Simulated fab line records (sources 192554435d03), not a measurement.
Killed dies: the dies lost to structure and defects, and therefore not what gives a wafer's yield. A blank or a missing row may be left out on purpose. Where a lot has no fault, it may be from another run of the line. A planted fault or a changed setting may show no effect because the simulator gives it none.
fab line records	flow n5_finfet	part 1 of 2: steps 1 to 3 of 6
record: lots: 23	wafers: 69	last_day: 20
route steps=1938 shown BEOL_M0_SAQP@665 BEOL_M0@730
lots with no fault: from the same line, run without faults
start_h: start of the lot's first displayed wafer, in hours after the record's first day	wait_h: how many hours have passed since the lot's step before this one	" unchanged from the row above	L1.1+2: one row covering several wafers at once	- no value present, or no start provided	* or withheld: withheld	< > ~ a bound
route shown NAME@n: NAME is a module with steps in the file, n the number in the route of the first one	usual: mean/standard deviation of fault-free wafers	same: alike in all rows	chamber/n: place in a boat	sites: the reading at each site	_std_site: the standard deviation of these	_edge_site: outer sites' mean less inner sites'	radius_mm: for every site, how far away it sits from the centre of the wafer	mask NAME#n: copy n	behind: the tool/chamber that last shaped the wafer	hold: reason for holding the lot/hours on hold/outcome of the hold	device: transistor that didn't switch, given as n, p or np	end of line: at the end of the route, the tests of the same wafers	step lacking rows: just its recipe	killed: not the wafer's yield, but the dies lost to structure and defects at the first sort	map: the dies of a wafer, with x for killed, . for not killed, _ for no die there
set.NAME: the setting as run; set.NAME@STEP: as run at that earlier step	model.NAME: the simulator's own value behind a step, which no gauge read
the route's steps for a sample of lots (tables are steps, rows are wafers)
services: a tool's chamber out of use, with start hour (start_h, from the record's first day; less than 0 if before it), hours out, and reason
== steps ==
step: N5_BEOL_M0_SAQP_MANDREL1_REMOVE_100
recipe: chemistry: HBr/Cl2/O2	bt_time_s: 10	target: a-Si	stop_on: SiNx	endpoint: OES-SiCl	over_etch_frac: 0.85	icp_w: 600	bias_w: 30	HBr_flow_sccm: 150	Cl2_flow_sccm: 80	O2_flow_sccm: 5	pressure_mtorr: 10
usual: chamber_pressure_mTorr: 9.999/0.0076	drypump_motor_current_A: 5.9/0.35	oes_product_au: 1.003/0.018	throttle_valve_pct: 36.76/0.28
same: over_etch_frac: 0.85
lot.wafer	tool	chamber	start_h	wait_h	chamber_pressure_mTorr	drypump_motor_current_A	oes_product_au	rf_hours_counter_h	throttle_valve_pct
L074.1	rie_si-04	2	112.58	0.1	10.001	5.2	1.028	89	36.53
L074.5	"	3	"	"	10.004	6.5	0.991	-	36.80
L074.6	"	2	"	"	9.992	5.2	1.024	-	36.53
L075.3	rie_si-04	3	115.60	0.1	9.998	6.6	0.989	113	36.79
L075.4	"	0	"	"	9.996	5.2	0.984	155	36.93
L075.6	"	1	"	"	9.998	5.8	1.008	-	36.71
L077.2	rie_si-04	1	130.49	0.1	9.998	5.8	1.003	49	36.71
L077.3	"	2	"	"	9.995	5.2	1.041	89	36.51
L077.6	"	1	"	"	9.991	5.8	1.007	-	36.72
L078.1	rie_si-03	0	135.42	0.1	9.996	5.8	0.996	96	36.35
L078.2	"	1	"	"	9.993	6.0	0.988	92	37.16
L078.4	"	3	"	"	9.996	6.1	1.014	60	37.35
L079.4	rie_si-03	3	139.07	0.1	9.996	6.1	1.005	60	37.35
L079.5	"	3	"	"	10.001	6.1	1.007	-	37.36
L079.6	"	2	"	"	9.996	6.2	1.012	-	36.80
L080.1	rie_si-05	1	143.25	0.1	9.993	6.2	0.989	94	36.77
L080.5	"	0	"	"	9.992	5.6	0.993	-	36.70
L080.6	"	1	"	"	10.000	6.2	0.988	-	36.77
L081.2	rie_si-03	2	149.15	0.1	10.006	6.2	1.007	30	36.80
L081.5	"	1	"	"	10.002	6.0	1.000	-	37.15
L081.6	"	2	"	"	10.008	6.2	0.999	-	36.80
L082.4	rie_si-05	3	158.61	0.1	10.009	5.7	1.035	16	36.87
L082.5	"	1	"	"	10.009	6.2	0.997	-	36.76
L082.6	"	2	"	"	10.002	6.1	0.981	-	36.38
L083.1	rie_si-05	3	166.40	0.1	9.989	5.7	1.042	17	36.87
L083.4	"	0	"	"	9.998	5.6	0.986	102	36.68
L083.5	"	1	"	"	9.992	6.2	0.996	-	36.76
L084.2	rie_si-03	2	178.07	0.1	10.001	6.2	1.001	30	36.80
L084.3	"	3	"	"	10.011	6.1	1.011	61	37.35
L084.6	"	3	"	"	10.008	6.1	1.009	-	37.37
L085.1	rie_si-05	2	178.61	0.1	10.002	6.1	0.985	1	36.38
L085.4	"	1	"	"	9.993	6.2	0.991	94	36.76
L085.5	"	2	"	"	9.999	6.0	0.985	-	36.41
L087.1	rie_si-05	3	197.93	0.1	9.984	5.7	1.037	17	36.88
L087.2	"	0	"	"	9.999	5.6	0.997	103	36.68
L087.3	"	1	"	"	9.997	6.2	0.990	95	36.78
L088.3	rie_si-03	0	201.70	0.1	9.994	5.8	1.008	97	36.37
L088.4	"	3	"	"	10.000	6.1	1.010	61	37.35
L088.5	"	0	"	"	9.999	5.7	1.004	-	36.36
L086.3	rie_si-05	3	202.72	0.1	10.010	5.7	1.046	17	36.87
L086.4	"	2	"	"	10.001	6.1	0.988	1	36.39
L086.5	"	2	"	"	9.997	6.0	0.990	-	36.39
L089.3	rie_si-05	0	207.12	0.1	10.003	5.6	0.994	103	36.69
L089.5	"	3	"	"	9.988	5.7	1.046	-	36.86
L089.6	"	0	"	"	9.995	5.6	0.987	-	36.68
L090.1	rie_si-03	1	209.34	0.1	10.009	6.0	0.995	93	37.17
L090.4	"	3	"	"	10.006	6.1	1.023	62	37.36
L090.5	"	1	"	"	9.996	6.0	1.002	-	37.17
L091.2	rie_si-05	3	214.27	0.1	9.991	5.7	1.041	17	36.87
L091.3	"	0	"	"	9.996	5.6	0.986	103	36.68
L091.4	"	1	"	"	10.007	6.2	1.006	95	36.76
L092.2	rie_si-05	1	221.92	0.1	10.000	6.2	0.995	95	36.77
L092.5	"	0	"	"	9.997	5.6	0.990	-	36.68
L092.6	"	3	"	"	9.996	5.7	1.036	-	36.86
L093.1	rie_si-03	0	225.59	0.1	10.002	5.8	1.005	98	36.36
L093.3	"	1	"	"	10.012	6.0	0.992	93	37.16
L093.4	"	2	"	"	9.997	6.2	1.013	31	36.81
L094.1	rie_si-04	1	234.69	0.1	9.991	5.8	1.004	51	36.70
L094.4	"	1	"	"	9.994	5.8	0.998	-	36.72
L094.6	"	2	"	"	10.004	5.2	1.045	-	36.52
L095.1	rie_si-05	0	235.98	0.1	10.003	5.6	0.985	103	36.68
L095.4	"	2	"	"	9.992	6.1	0.986	2	36.40
L095.6	"	2	"	"	9.990	6.1	0.976	-	36.39
L096.3	rie_si-04	2	240.29	0.1	10.002	5.2	1.041	91	36.52
L096.4	"	1	"	"	10.001	5.8	1.002	51	36.73
L096.5	"	3	"	"	9.993	6.5	1.000	-	36.77
L097.3	rie_si-04	2	254.21	0.1	9.991	5.2	1.023	92	36.51
L097.4	"	3	"	"	10.004	6.5	0.996	116	36.79
L097.6	"	1	"	"	9.992	5.8	1.002	-	36.73
step: N5_BEOL_M0_SAQP_STRIP_108
recipe: chemistry: N2/H2	power_w: 500	temp_c: 40	pressure_mtorr: 50	rf_frequency_hz: 6e+07	overash_fraction: 0.3	bias_power_w: 28	h2_frac: 0.5	n2_flow_sccm: 300	h2_flow_sccm: 300
usual: chamber_pressure_mTorr: 49.99/0.048	drypump_motor_current_A: 5.9/0.37	h2_flow_sccm: 300.1/0.89	n2_flow_sccm: 300.0/0.87	oes_product_au: 0.79/0.097	rf_vpp_V: 121.7/1	showerhead_plenum_p_Torr: 3.33/0.13	throttle_valve_pct: 18.8/0.43
lot.wafer	tool	chamber	start_h	wait_h	chamber_pressure_mTorr	drypump_motor_current_A	h2_flow_sccm	n2_flow_sccm	oes_product_au	rf_hours_counter_h	rf_vpp_V	showerhead_plenum_p_Torr	throttle_valve_pct
L074.1	rie_diel-06	2	113.49	0.0	49.97	5.2	300.7	300.9	0.67	227	122.2	3.46	18.7
L074.5	"	0	"	"	49.99	6.0	300.6	299.4	0.69	-	121.2	3.30	18.6
L074.6	"	3	"	"	49.96	6.3	298.4	301.3	0.81	-	121.0	3.11	18.4
L075.3	rie_diel-01	0	117.06	0.0	49.97	6.0	300.0	300.1	0.82	79	121.7	3.14	19.3
L075.4	"	1	"	"	50.05	6.1	299.4	299.7	0.81	90	120.7	3.27	19.2
L075.6	"	2	"	"	49.97	6.1	300.8	301.0	0.69	-	122.6	3.46	19.6
L077.2	rie_diel-04	2	131.41	0.0	50.03	5.9	301.1	300.9	0.93	7	121.0	3.30	18.5
L077.3	"	1	"	"	49.93	6.3	297.9	300.0	0.70	237	122.7	3.44	19.7
L077.6	"	1	"	"	50.02	6.3	298.4	300.9	0.70	-	122.4	3.44	19.7
L078.1	rie_diel-06	3	136.59	0.0	49.94	6.3	299.4	299.5	0.79	107	120.4	3.11	18.4
L078.2	"	1	"	"	49.98	5.7	299.8	298.1	0.70	211	122.7	3.45	18.7
L078.4	"	1	"	"	50.04	5.7	302.5	300.3	0.69	-	121.9	3.45	18.7
L079.4	rie_diel-06	3	140.19	0.0	50.06	6.3	298.9	300.4	0.80	108	120.7	3.11	18.4
L079.5	"	1	"	"	49.85	5.8	298.7	299.7	0.70	-	124.3	3.45	18.7
L079.6	"	0	"	"	49.97	5.9	301.2	300.2	0.96	-	121.0	3.30	18.2
L080.1	rie_diel-06	1	144.25	0.0	49.97	5.8	300.3	299.1	0.70	213	123.6	3.45	18.7
L080.5	"	0	"	"	49.95	5.9	300.1	300.4	0.95	-	119.2	3.30	18.2
L080.6	"	3	"	"	50.02	6.3	298.2	299.4	0.80	-	121.6	3.10	18.4
L081.2	rie_diel-01	0	150.07	0.0	49.99	6.1	300.3	299.3	0.81	88	120.4	3.14	19.3
L081.5	"	3	"	"	49.95	6.3	300.4	301.5	0.81	-	121.9	3.51	19.7
L081.6	"	2	"	"	50.00	6.1	300.3	300.5	0.69	-	122.3	3.46	19.6
L082.4	rie_diel-04	3	159.53	0.0	50.04	5.2	300.2	299.7	0.90	31	121.1	3.43	19.1
L082.5	"	0	"	"	49.97	5.7	299.6	299.6	0.75	-	122.4	3.36	18.6
L082.6	"	3	"	"	49.99	5.2	299.1	300.2	0.90	-	121.3	3.43	19.1
L083.1	rie_diel-06	2	167.31	0.0	50.01	5.2	301.5	301.6	0.66	243	121.6	3.45	18.8
L083.4	"	0	"	"	50.00	5.9	300.7	302.3	0.92	9	120.3	3.30	18.2
L083.5	"	1	"	"	49.99	5.7	299.6	302.1	0.69	-	121.4	3.45	18.7
L084.2	rie_diel-06	1	178.98	0.0	49.99	5.7	300.5	300.5	0.68	223	122.6	3.45	18.7
L084.3	"	3	"	"	50.08	6.3	299.4	299.9	0.79	118	120.3	3.10	18.4
L084.6	"	0	"	"	49.99	5.9	301.6	301.6	0.91	-	121.0	3.29	18.3
L085.1	rie_diel-06	2	179.58	0.0	50.09	5.3	302.1	298.3	0.66	247	120.5	3.45	18.8
L085.4	"	0	"	"	49.98	5.9	300.8	300.8	0.92	12	121.6	3.29	18.3
L085.5	"	2	"	"	49.98	5.2	299.6	298.8	0.66	-	120.0	3.45	18.8
L087.1	rie_diel-04	0	198.85	0.0	50.01	5.7	301.7	299.6	0.74	156	120.2	3.35	18.6
L087.2	"	3	"	"	50.02	5.3	299.2	299.5	0.88	42	120.9	3.42	19.1
L087.3	"	2	"	"	49.97	5.9	299.9	299.9	0.88	26	123.1	3.29	18.6
L088.3	rie_diel-06	3	202.62	0.0	49.95	6.3	300.6	300.2	0.78	125	121.5	3.10	18.4
L088.4	"	0	"	"	50.07	5.9	299.6	299.1	0.91	18	120.7	3.29	18.3
L088.5	"	1	"	"	49.99	5.7	299.5	298.8	0.69	-	120.5	3.44	18.7
L086.3	rie_diel-04	2	203.80	0.0	50.01	5.9	298.9	298.9	0.89	28	122.3	3.29	18.6
L086.4	"	0	"	"	49.96	5.7	299.8	301.0	0.74	-	121.4	3.35	18.6
L086.5	"	3	"	"	49.95	5.2	299.2	300.9	0.88	-	122.6	3.42	19.1
L089.3	rie_diel-01	3	208.04	0.0	49.91	6.4	299.7	300.7	0.78	161	122.9	3.50	19.7
L089.5	"	1	"	"	49.95	6.2	299.5	300.8	0.78	-	122.0	3.25	19.2
L089.6	"	0	"	"	50.00	6.1	300.2	299.3	0.79	-	119.6	3.13	19.4
L090.1	rie_diel-06	0	210.39	0.0	50.02	5.9	300.6	300.7	0.89	22	122.3	3.29	18.3
L090.4	"	3	"	"	49.91	6.3	300.5	299.7	0.78	-	121.3	3.09	18.4
L090.5	"	1	"	"	49.93	5.7	300.0	299.9	0.69	-	121.7	3.44	18.7
L091.2	rie_diel-01	1	215.21	0.0	50.00	6.1	301.0	301.0	0.78	122	120.0	3.25	19.2
L091.3	"	2	"	"	49.97	6.1	299.2	299.7	0.94	7	121.9	3.45	19.2
L091.4	"	3	"	"	49.96	6.3	299.2	299.9	0.79	163	122.8	3.50	19.7
L092.2	rie_diel-01	2	222.94	0.0	49.98	6.1	300.1	298.2	0.94	9	121.4	3.45	19.2
L092.5	"	1	"	"	49.92	6.1	300.5	300.9	0.78	-	121.0	3.25	19.3
L092.6	"	2	"	"	49.95	6.1	299.8	299.1	0.94	-	123.2	3.45	19.2
L093.1	rie_diel-06	1	226.81	0.0	49.91	5.7	300.7	300.0	0.67	239	124.1	3.44	18.7
L093.3	"	3	"	"	50.02	6.3	298.6	299.2	0.78	135	121.1	3.09	18.4
L093.4	"	1	"	"	50.03	5.7	299.2	299.8	0.68	-	121.8	3.44	18.7
L094.1	rie_diel-04	3	235.65	0.0	49.98	5.3	300.0	299.3	0.85	56	121.9	3.42	19.1
L094.4	"	0	"	"	50.04	5.7	301.7	301.0	0.73	169	121.0	3.35	18.6
L094.6	"	3	"	"	49.94	5.3	300.6	299.2	0.86	-	122.6	3.42	19.1
L095.1	rie_diel-06	0	237.00	0.0	50.06	5.9	300.6	300.6	0.88	32	122.8	3.28	18.3
L095.4	"	2	"	"	49.99	5.2	301.0	301.5	0.99	-	123.1	3.44	18.4
L095.6	"	0	"	"	49.94	5.9	300.8	301.3	0.87	-	120.7	3.28	18.3
L096.3	rie_diel-06	3	241.21	0.0	50.05	6.3	301.4	300.0	0.77	137	120.5	3.09	18.4
L096.4	"	0	"	"	50.02	5.9	300.6	300.5	0.88	34	121.4	3.28	18.3
L096.5	"	3	"	"	49.99	6.3	300.6	300.1	0.78	-	120.4	3.09	18.4
L097.3	rie_diel-06	1	255.13	0.0	50.07	5.8	300.5	300.0	0.67	249	123.0	3.43	18.8
L097.4	"	0	"	"	49.93	5.9	300.4	300.7	0.86	38	121.0	3.28	18.3
L097.6	"	2	"	"	49.99	5.2	300.6	300.8	0.96	-	122.2	3.44	18.4
step: N5_BEOL_M0_SAQP_STRIP_75
recipe: chemistry: CF4	resist: SiARC	power_w: 300	bias_power_w: 75	pressure_mtorr: 50	cf4_flow_sccm: 150	rf_frequency_hz: 6e+07
usual: chamber_pressure_mTorr: 49.99/0.043	drypump_motor_current_A: 5.9/0.36	oes_product_au: 0.187/0.021	rf_vpp_V: 271.0/1.6	showerhead_plenum_p_Torr: 1.79/0.064	throttle_valve_pct: 13.52/0.26
lot.wafer	tool	chamber	start_h	wait_h	chamber_pressure_mTorr	drypump_motor_current_A	oes_product_au	rf_hours_counter_h	rf_vpp_V	showerhead_plenum_p_Torr	throttle_valve_pct
L074.1	rie_diel-04	1	116.59	0.1	50.00	6.3	0.170	232	270.6	1.85	14.13
L074.5	"	0	"	"	50.02	5.7	0.180	-	270.0	1.78	13.44
L074.6	"	3	"	"	49.94	5.2	0.209	-	272.8	1.84	13.40
L075.3	rie_diel-01	1	120.40	0.1	50.03	6.1	0.186	92	270.2	1.74	13.45
L075.4	"	0	"	"	49.98	6.1	0.189	80	269.0	1.67	13.65
L075.6	"	1	"	"	49.95	6.1	0.189	-	270.6	1.74	13.46
L077.2	rie_diel-04	1	133.80	0.1	50.02	6.3	0.162	238	273.4	1.85	14.15
L077.3	"	3	"	"	49.90	5.2	0.209	24	270.9	1.84	13.43
L077.6	"	1	"	"	49.93	6.3	0.165	-	273.2	1.85	14.14
L078.1	rie_diel-04	3	139.11	0.1	49.99	5.2	0.206	25	272.1	1.84	13.44
L078.2	"	1	"	"	49.88	6.4	0.164	239	271.6	1.85	14.14
L078.4	"	2	"	"	49.98	5.9	0.211	9	270.9	1.77	13.44
L079.4	rie_diel-01	0	142.61	0.1	49.98	6.2	0.184	87	269.2	1.67	13.64
L079.5	"	1	"	"	50.04	6.1	0.186	-	268.7	1.74	13.47
L079.6	"	2	"	"	50.04	6.1	0.163	-	272.2	1.84	13.68
L080.1	rie_diel-04	1	147.41	0.1	49.95	6.3	0.161	243	271.5	1.85	14.14
L080.5	"	1	"	"	49.96	6.3	0.168	-	271.5	1.85	14.14
L080.6	"	0	"	"	50.00	5.7	0.170	-	270.8	1.78	13.47
L081.2	rie_diel-06	1	153.85	0.1	50.01	5.7	0.159	216	272.9	1.84	13.59
L081.5	"	1	"	"	49.96	5.7	0.162	-	271.7	1.85	13.59
L081.6	"	0	"	"	49.98	5.9	0.213	-	271.9	1.76	12.94
L082.4	rie_diel-04	1	162.00	0.1	50.05	6.4	0.164	246	272.5	1.85	14.15
L082.5	"	1	"	"	50.07	6.4	0.159	-	270.6	1.85	14.15
L082.6	"	2	"	"	49.99	5.9	0.218	-	272.2	1.77	13.45
L083.1	rie_diel-01	2	171.63	0.1	49.99	6.1	0.162	250	273.6	1.84	13.67
L083.4	"	3	"	"	49.95	6.3	0.181	148	272.8	1.86	13.65
L083.5	"	0	"	"	50.04	6.1	0.178	-	269.5	1.67	13.67
L084.2	rie_diel-01	1	184.24	0.1	49.96	6.1	0.184	111	269.6	1.73	13.51
L084.3	"	0	"	"	50.02	6.1	0.186	99	268.6	1.67	13.67
L084.6	"	1	"	"	49.98	6.1	0.177	-	269.4	1.73	13.50
L085.1	rie_diel-04	0	184.63	0.1	49.91	5.7	0.171	152	269.6	1.78	13.49
L085.4	"	1	"	"	49.99	6.4	0.158	251	273.2	1.85	14.17
L085.5	"	2	"	"	49.97	5.9	0.203	-	268.4	1.77	13.47
L087.1	rie_diel-06	2	201.26	0.1	49.97	5.2	0.155	253	272.7	1.85	13.74
L087.2	"	0	"	"	50.05	5.9	0.208	18	269.8	1.76	12.97
L087.3	"	1	"	"	49.95	5.7	0.161	229	273.4	1.84	13.63
L088.3	rie_diel-01	2	205.34	0.1	49.94	6.1	0.217	4	271.8	1.84	13.11
L088.4	"	1	"	"	49.95	6.1	0.176	118	267.5	1.73	13.53
L088.5	"	1	"	"	49.97	6.1	0.183	-	269.3	1.73	13.52
L086.3	rie_diel-01	3	206.59	0.1	49.99	6.3	0.179	161	274.2	1.85	13.67
L086.4	"	1	"	"	50.01	6.1	0.184	119	271.1	1.73	13.52
L086.5	"	3	"	"	49.99	6.3	0.180	-	272.3	1.85	13.67
L089.3	rie_diel-01	1	210.69	0.1	49.97	6.1	0.175	120	268.9	1.73	13.52
L089.5	"	3	"	"	49.93	6.3	0.178	-	271.8	1.85	13.67
L089.6	"	2	"	"	49.93	6.1	0.222	-	271.8	1.84	13.12
L090.1	rie_diel-04	1	213.32	0.1	50.04	6.3	0.222	1	273.0	1.85	13.56
L090.4	"	0	"	"	49.89	5.7	0.167	162	270.3	1.78	13.51
L090.5	"	2	"	"	49.97	5.9	0.206	-	270.5	1.76	13.49
L091.2	rie_diel-01	3	217.88	0.1	50.03	6.3	0.175	164	272.0	1.85	13.69
L091.3	"	0	"	"	50.01	6.0	0.178	110	269.2	1.66	13.70
L091.4	"	1	"	"	49.96	6.1	0.179	122	270.6	1.73	13.54
L092.2	rie_diel-01	3	225.81	0.1	49.97	6.3	0.175	168	272.1	1.85	13.68
L092.5	"	2	"	"	49.98	6.1	0.213	-	271.7	1.84	13.12
L092.6	"	3	"	"	50.00	6.3	0.172	-	273.7	1.85	13.69
L093.1	rie_diel-04	3	229.41	0.1	50.03	5.2	0.202	54	271.6	1.83	13.49
L093.3	"	2	"	"	50.00	5.9	0.201	37	271.3	1.76	13.49
L093.4	"	0	"	"	50.04	5.7	0.169	167	269.8	1.77	13.50
L094.1	rie_diel-06	3	238.50	0.1	49.95	6.3	0.185	136	267.9	1.67	13.44
L094.4	"	2	"	"	49.98	5.2	0.220	1	273.0	1.84	13.19
L094.6	"	1	"	"	49.98	5.7	0.159	-	272.6	1.84	13.65
L095.1	rie_diel-04	2	239.80	0.1	50.01	5.9	0.202	42	270.6	1.76	13.50
L095.4	"	3	"	"	49.99	5.2	0.197	58	271.9	1.83	13.51
L095.6	"	0	"	"	49.97	5.7	0.164	-	270.5	1.77	13.55
L096.3	rie_diel-06	0	244.11	0.1	49.97	5.9	0.206	35	270.5	1.75	13.02
L096.4	"	2	"	"	49.97	5.2	0.222	3	273.0	1.84	13.20
L096.5	"	3	"	"	49.94	6.3	0.170	-	268.1	1.67	13.45
L097.3	rie_diel-06	0	257.56	0.1	49.97	5.9	0.200	39	270.3	1.75	13.02
L097.4	"	3	"	"	50.08	6.3	0.175	141	267.4	1.67	13.45
L097.6	"	2	"	"	50.11	5.2	0.218	-	274.4	1.84	13.19
